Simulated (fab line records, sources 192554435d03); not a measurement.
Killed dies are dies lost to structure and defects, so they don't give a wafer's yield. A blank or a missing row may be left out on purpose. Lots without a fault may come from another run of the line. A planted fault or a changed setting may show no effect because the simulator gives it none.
Chamber matching | flow n5_finfet | N5_DUMMY_GATE_CMP_04 on cmp-01: 4 sister chambers
The step polishes a-Si. 8 wafers are shown with their chamber, then 10 later ones without.

WAFERS WITH THEIR CHAMBER
wafer  | chamber | motor_current_A (A) | time_to_endpoint_s (s)
L084.5 | 1       | 10.2                | 14.8
L089.1 | 0       | 9.8                 | 15.5
L089.4 | 2       | 9.5                 | 13.4
L090.1 | 3       | 10.7                | 15.1
L090.2 | 0       | 9.7                 | 16.8
L090.3 | 2       | 8.4                 | 15.2
L092.1 | 3       | 10.7                | 17.7
L092.2 | 1       | 10.5                | 16.9

WAFERS WITHOUT THEIR CHAMBER
wafer  | motor_current_A (A) | time_to_endpoint_s (s)
L092.3 | 9.7                 | 15.1
L094.1 | 11.1                | 16.8
L094.4 | 9.8                 | 18.2
L094.6 | 10.4                | 17.9
L096.1 | 9.9                 | 14.5
L096.2 | 10.9                | 15.0
L096.5 | 10.7                | 16.1
L097.1 | 10.3                | 14.9
L097.4 | 10.3                | 15.1
L097.6 | 9.7                 | 15.8

WHICH CHAMBER EACH WENT THROUGH
wafer  | from the rows above               | in truth
L092.3 | can't be placed: 0 or 1 or 2 or 3 | 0
L094.1 | can't be placed: 3 or 1           | 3
L094.4 | can't be placed: 0 or 1 or 3      | 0
L094.6 | can't be placed: 3 or 1 or 0      | 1
L096.1 | can't be placed: 0 or 1 or 2 or 3 | 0
L096.2 | can't be placed: 3 or 1 or 0      | 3
L096.5 | can't be placed: 3 or 1           | 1
L097.1 | can't be placed: 1 or 3 or 0      | 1
L097.4 | can't be placed: 1 or 3 or 0      | 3
L097.6 | can't be placed: 0 or 1 or 2      | 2
Placed correctly: 0 of 10. Can't be placed from these rows: 10 (the true chamber is among the candidates in 10). Placed wrongly: 0.
How it was worked out, from the rows above alone: a wafer's distance from a chamber is the root of the sum, over the readings, of the square of ((its reading less the chamber's mean) divided by the reading's scatter). The wafer belongs to the nearest chamber; if the next one is less than 2 further off, it can't be placed. A chamber's mean is the mean of its shown wafers. The scatter: the root of (the sum of the squares of (reading less its chamber's mean) over the shown wafers, divided by (wafers less chambers)).
